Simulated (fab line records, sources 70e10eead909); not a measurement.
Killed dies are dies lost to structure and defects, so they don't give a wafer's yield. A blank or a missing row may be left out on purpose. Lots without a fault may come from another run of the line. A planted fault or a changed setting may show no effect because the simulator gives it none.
fab line records | flow nand_harc
record lots=6 wafers=18 last_day=33
route steps=1302 shown A_CONTACT@1024
lots that met no fault: from a run of the same line without faults
start_h: hours from the record's first day to the start of the lot's first wafer shown | wait_h: hours since the lot's step before | " the same as in the row above | L1.1+2: a row that stands for several wafers | - no value, or no start given | * or withheld: withheld | < > ~ a bound
route shown NAME@n: a module of which the file shows steps, and the number in the route of the first | usual: mean/standard deviation of fault-free wafers | same: alike in all rows | chamber/n: place in a boat | sites: the reading at each site | _std_site: their standard deviation | _edge_site: outer sites' mean less inner sites' | radius_mm: how far each site lies from the wafer's centre | mask NAME#n: copy n | behind: the tool/chamber that last shaped the wafer | hold: why the lot was held/for how many hours/how that ended | device: the transistor (n, p or np) that didn't switch | end of line: the same wafers' tests at the end of the route | a step without rows: its recipe alone | killed: dies lost to structure and defects at the first sort, not the wafer's yield | map: a wafer's dies, x killed, . not, _ none there
set.NAME: the setting as run; set.NAME@STEP: as run at that earlier step | model.NAME: the simulator's own value behind a step, which no gauge read
lots at some steps of the route; a table a step, a row a wafer
services: from which hour (start_h, from the record's first day; less than 0 if before it) a tool's chamber was out of use, for how many hours, and why
## steps
# step NHARC_A_CONTACT_ETCH_102
# recipe target_depth_a=1000 overetch_a=100 time_s=55 ion_energy_ev=100 cf4_flow_sccm=80 o2_flow_sccm=20 ar_flow_sccm=0 rf_w=300 bias_w=100 chemistry=CF4/O2
# usual drypump_motor_current_A=5.5/0.34 oes_product_au=1.000/0.0087 rf_vpp_V=198.1/1.7 showerhead_plenum_p_Torr=1.35/0.071 throttle_valve_pct=13.398/0.0083
# columns lot.wafer tool chamber start_h wait_h drypump_motor_current_A oes_product_au rf_hours_counter_h rf_vpp_V showerhead_plenum_p_Torr throttle_valve_pct
L207.2 rie_diel-03 2 510.72 0.1 5.1 1.008 8 198.9 1.40 13.389
L207.1 " 3 " " 5.7 0.993 9 198.2 1.38 13.400
L207.4 " 0 " " 5.7 0.997 8 200.0 1.39 13.399
L211.3 rie_diel-05 0 520.48 0.1 5.6 1.004 28 197.3 1.43 13.407
L211.2 " 1 " " 5.3 0.993 33 196.3 1.26 13.392
L211.4 " 0 " " 5.6 1.006 - 201.2 1.43 13.400
L220.4 rie_diel-05 1 630.75 0.0 5.3 1.001 11 196.0 1.26 13.397
L220.2 " 3 " " 5.2 0.999 9 198.9 1.36 13.392
L220.5 " 2 " " 6.4 0.993 - 200.2 1.44 13.377
L221.1 rie_diel-05 1 646.93 0.1 5.3 1.004 19 196.6 1.25 13.406
L221.4 " 3 " " 5.2 1.011 14 198.3 1.36 13.413
L221.6 " 1 " " 5.3 1.005 - 196.9 1.25 13.399
L226.3 rie_diel-03 1 699.83 0.1 5.3 1.003 10 200.5 1.44 13.388
L226.2 " 3 " " 5.7 1.006 10 199.7 1.37 13.395
L226.5 " 1 " " 5.3 1.004 - 199.0 1.44 13.411
L229.2 rie_diel-05 1 722.42 0.1 5.3 0.998 47 196.0 1.25 13.407
L229.5 " 3 " " 5.2 0.999 - 198.3 1.35 13.398
L229.6 " 0 " " 5.5 0.997 - 199.8 1.41 13.387
# step NHARC_A_CONTACT_STRIP_55
# recipe o2_flow_sccm=500 ar_flow_sccm=0 bias_w=0 chemistry=O2
# usual drypump_motor_current_A=5.5/0.37 oes_product_au=1.000/0.0098 rf_vpp_V=57.9/0.88 showerhead_plenum_p_Torr=3.56/0.18 throttle_valve_pct=17.036/0.01
# columns lot.wafer tool chamber start_h wait_h drypump_motor_current_A oes_product_au rf_hours_counter_h rf_vpp_V showerhead_plenum_p_Torr throttle_valve_pct
L207.2 rie_diel-03 3 - - 5.7 0.999 9 58.0 3.63 17.036
L207.4 " 0 " " 5.6 0.994 8 58.5 3.68 17.034
L207.1 " 1 " " 5.3 1.003 7 56.6 3.28 17.038
L211.2 rie_diel-05 2 - - 6.5 0.992 34 58.7 3.28 17.040
L211.3 " 0 " " 5.5 1.001 28 58.9 3.76 17.014
L211.4 " 2 " " 6.5 0.992 - 58.2 3.28 17.050
L220.4 rie_diel-05 2 - - 6.5 0.992 11 59.3 3.80 17.055
L220.2 " 3 " " 5.2 1.010 9 57.8 3.59 17.029
L220.5 " 2 " " 6.5 0.986 - 58.6 3.80 17.041
L221.4 rie_diel-05 2 - - 6.5 0.993 16 58.2 3.80 17.047
L221.1 " 3 " " 5.2 1.010 14 57.6 3.59 17.048
L221.6 " 0 " " 5.5 1.001 - 59.3 3.74 17.039
L226.2 rie_diel-03 1 - - 5.3 1.017 10 58.3 3.80 17.035
L226.3 " 3 " " 5.7 1.008 10 57.7 3.61 17.041
L226.5 " 0 " " 5.7 0.996 - 59.1 3.66 17.033
L229.2 rie_diel-05 3 - - 5.2 0.997 37 57.4 3.58 17.040
L229.5 " 1 " " 5.3 1.006 - 56.7 3.31 17.017
L229.6 " 2 " " 6.5 0.984 - 57.7 3.78 17.035
# step NHARC_A_CONTACT_STRIP_56
# recipe time_s=600 temp_c=30 chemistry=post_etch_residue_remover
# step NHARC_A_CONTACT_DEP_57
# recipe target_thk_a=53000 temp_c=400 material=aC
# usual throttle_valve_pct=35.000/0.0095
# columns lot.wafer tool chamber start_h wait_h throttle_valve_pct
L207.1 acl_dep-03 0 512.41 - 35.008
L207.2 " 0 " " 34.997
L207.4 " 0 514.04 - 35.017
L211.2 acl_dep-03 0 521.77 - 35.006
L211.3 " 0 " " 34.985
L211.4 " 0 " " 35.002
L220.2 acl_dep-02 0 632.49 - 35.018
L220.4 " 0 633.55 - 34.998
L220.5 " 0 " " 35.009
L221.1 acl_dep-03 0 649.47 - 35.004
L221.4 " 0 651.09 - 34.993
L221.6 " 0 652.18 - 34.994
L226.2 acl_dep-02 0 703.53 - 35.004
L226.3 " 0 " " 34.999
L226.5 " 0 705.13 - 35.017
L229.2 acl_dep-01 0 723.66 - 34.989
L229.5 " 0 725.27 - 35.014
L229.6 " 0 " " 35.003
# step NHARC_A_CONTACT_DEP_58
# recipe target_thk_a=900 target_thk_nm=90 temp_c=400 pressure_torr=3.5 flow_sccm=200 rf_w=350 material=SiON
# usual heater_power_w=795/91
# columns lot.wafer tool chamber start_h wait_h heater_power_w
L207.1 pecvd-04 0 515.73 2.8 879
L207.2 " 1 " " 809
L207.4 " 1 " " 807
L211.3 pecvd-03 0 524.51 1.7 669
L211.2 " 1 " " 840
L211.4 " 0 " " 651
L220.2 pecvd-01 1 635.25 2.2 895
L220.4 " 0 " " 754
L220.5 " 2 " " 772
L221.1 pecvd-03 0 652.80 2.8 694
L221.6 " 2 " " 682
L221.4 " 0 " " 714
L226.3 pecvd-01 2 706.23 1.6 702
L226.2 " 0 " " 713
L226.5 " 0 " " 709
L229.2 pecvd-04 1 726.40 2.2 894
L229.6 " 0 " " 828
L229.5 " 1 " " 857
# step NHARC_A_CONTACT_DEHYDRATE_59
# recipe temp_c=150 time_s=120
# step NHARC_A_CONTACT_HMDS_60
# recipe time_s=30
# step NHARC_A_CONTACT_COAT_61
# recipe temp_c=260 time_s=75
# step NHARC_A_CONTACT_COAT_62
# recipe temp_c=225 time_s=65
# step NHARC_A_CONTACT_COAT_63
# recipe spin_rpm=1500 resist_thk_nm=90
# step NHARC_A_CONTACT_SOFTBAKE_64
# recipe temp_c=105 time_s=55
# step NHARC_A_CONTACT_EBR_65
# step NHARC_A_CONTACT_EXPOSE_66
# recipe na=1.35 sigma_outer=0.8 dose_mj=59.02 mask_id=A_CC_2
# usual exposure_dose_mJ_cm2=58.97/0.073
# columns lot.wafer tool chamber start_h wait_h mask exposure_dose_mJ_cm2
L207.1 arfi_scanner-03 0 516.28 - A_CC_2#0 58.91
L207.2 " 0 " " A_CC_2#0 58.88
L207.4 " 0 " " A_CC_2#0 58.96
L211.2 arfi_scanner-01 0 524.97 - A_CC_2#0 58.99
L211.3 " 0 " " A_CC_2#0 58.98
L211.4 " 0 " " A_CC_2#0 58.98
L220.2 arfi_scanner-02 0 635.81 - A_CC_2#0 59.07
L220.4 " 0 " " A_CC_2#0 59.09
L220.5 " 0 " " A_CC_2#0 59.06
L221.1 arfi_scanner-02 0 653.20 - A_CC_2#0 54.54
L221.4 " 0 " " A_CC_2#0 54.47
L221.6 " 0 " " A_CC_2#0 54.47
L226.2 arfi_scanner-01 0 706.69 - A_CC_2#0 58.98
L226.3 " 0 " " A_CC_2#0 59.00
L226.5 " 0 " " A_CC_2#0 58.87
L229.2 arfi_scanner-02 0 726.96 - A_CC_2#0 55.46
L229.5 " 0 " " A_CC_2#0 55.39
L229.6 " 0 " " A_CC_2#0 55.43
# step NHARC_A_CONTACT_PEB_67
# recipe peb_temp_c=100 peb_time_s=65
# step NHARC_A_CONTACT_DEVELOP_68
# recipe develop_time_s=35 dev_temp_c=23
# step NHARC_A_CONTACT_CD_MEAS_69
# recipe target_cd_nm=300 landing_energy_ev=500
# usual cd_nm=299.7/0.68
# columns lot.wafer tool chamber start_h wait_h cd_nm
L207.1 cd_sem-01 0 516.42 - 298.8
L207.2 " 0 " " 299.1
L207.4 " 0 " " 298.4
L211.2 cd_sem-02 0 525.10 - 300.0
L211.3 " 0 " " 300.0
L211.4 " 0 " " 300.9
L220.2 cd_sem-03 0 635.95 - 299.6
L220.4 " 0 " " 299.9
L220.5 " 0 " " 300.0
L221.1 cd_sem-01 0 653.34 - 296.1
L221.4 " 0 " " 296.3
L221.6 " 0 " " 296.3
L226.2 cd_sem-02 0 706.82 - 301.0
L226.3 " 0 " " 300.2
L226.5 " 0 " " 299.9
L229.2 cd_sem-01 0 727.09 - 297.3
L229.5 " 0 " " 297.5
L229.6 " 0 " " 296.6
# step NHARC_A_CONTACT_OVL_MEAS_70
# usual overlay_x_nm=-0.3/0.9 overlay_y_nm=-0.1/0.73
# columns lot.wafer tool chamber start_h wait_h overlay_x_nm overlay_y_nm
L207.1 overlay-02 - 516.51 - -1.1 -0.5
L207.2 " - " " -1.3 -0.2
L207.4 " - " " -1.3 -0.2
L211.2 overlay-01 - 525.19 - 1.0 -0.3
L211.3 " - " " 0.9 -0.6
L211.4 " - " " 0.6 -0.7
L220.2 overlay-01 - 636.03 - -0.6 1.0
L220.4 " - " " -0.1 0.9
L220.5 " - " " -0.3 0.3
L221.1 overlay-02 - 653.42 - 0.8 0.5
L221.4 " - " " 0.6 0.4
L221.6 " - " " 0.5 0.2
L226.2 overlay-02 - 706.91 - 0.4 -0.3
L226.3 " - " " -0.1 -0.2
L226.5 " - " " 0.1 0.2
L229.2 overlay-01 - 727.18 - 0.1 0.9
L229.5 " - " " 0.6 0.8
L229.6 " - " " -0.3 0.9
## services
# columns tool chamber start_h hours kind
pecvd-01 - 492.00 13.0 pm
arfi_scanner-02 - 492.59 0.9 repair
arfi_scanner-01 - 495.76 0.3 repair
rie_diel-05 3 519.22 5.4 repair
arfi_scanner-03 - 521.72 32.7 repair
arfi_scanner-01 - 522.82 0.9 repair
pecvd-03 - 545.62 1.8 repair
pecvd-03 - 547.79 13.0 pm
acl_dep-01 - 554.55 13.0 pm
arfi_scanner-03 - 565.10 1.2 repair
rie_diel-05 - 583.68 9.0 pm
rie_diel-03 - 588.78 0.5 repair
arfi_scanner-01 - 596.00 4.0 pm
acl_dep-02 - 607.17 13.0 pm
arfi_scanner-02 - 620.01 2.6 repair
pecvd-04 - 631.35 13.0 pm
rie_diel-03 - 635.35 9.0 pm
arfi_scanner-01 - 646.17 2.1 repair
arfi_scanner-02 - 656.00 4.0 pm
acl_dep-03 - 661.56 13.0 pm
pecvd-01 - 673.22 13.0 pm
pecvd-03 2 716.46 18.6 repair
rie_diel-03 2 716.99 10.6 repair
arfi_scanner-01 - 717.64 0.7 repair
## key
first_sign step=NHARC_A_CONTACT_EXPOSE_66 reading=exposure_dose_mJ_cm2 direction=down sigmas=55 usual=58.97 struck=54.96
effect step=NHARC_A_CONTACT_CD_MEAS_69 reading=cd_nm direction=down sigmas=4.5 usual=299.7 struck=296.7 through=control_loop
met_at NHARC_A_CONTACT_EXPOSE_66
struck_wafers L221.1,L221.4,L221.6,L229.2,L229.5,L229.6
tester_left_out L221,L229
loop_trim step=NHARC_A_CONTACT_EXPOSE_66 setting=dose lots=L229
onset_between 635.81 653.20
fault kind=process_parameter_drift tool=arfi_scanner-02 chamber=- onset_h=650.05 steps=NHARC_A_CONTACT_EXPOSE_66 channel=dose_mj offset=-4.4959 shape=step acts_in=these_recipes_only stated=59.02
# tester_left_out: of these lots the tester's yield and bins aren't shown, on N5 and GAA mostly nor the transistor test; their killed dies are dies lost to structure and defects alone, not to doping, threshold or leakage, so they don't give the yield
# loop_trim: a control loop set the setting to another value than it would have without faults
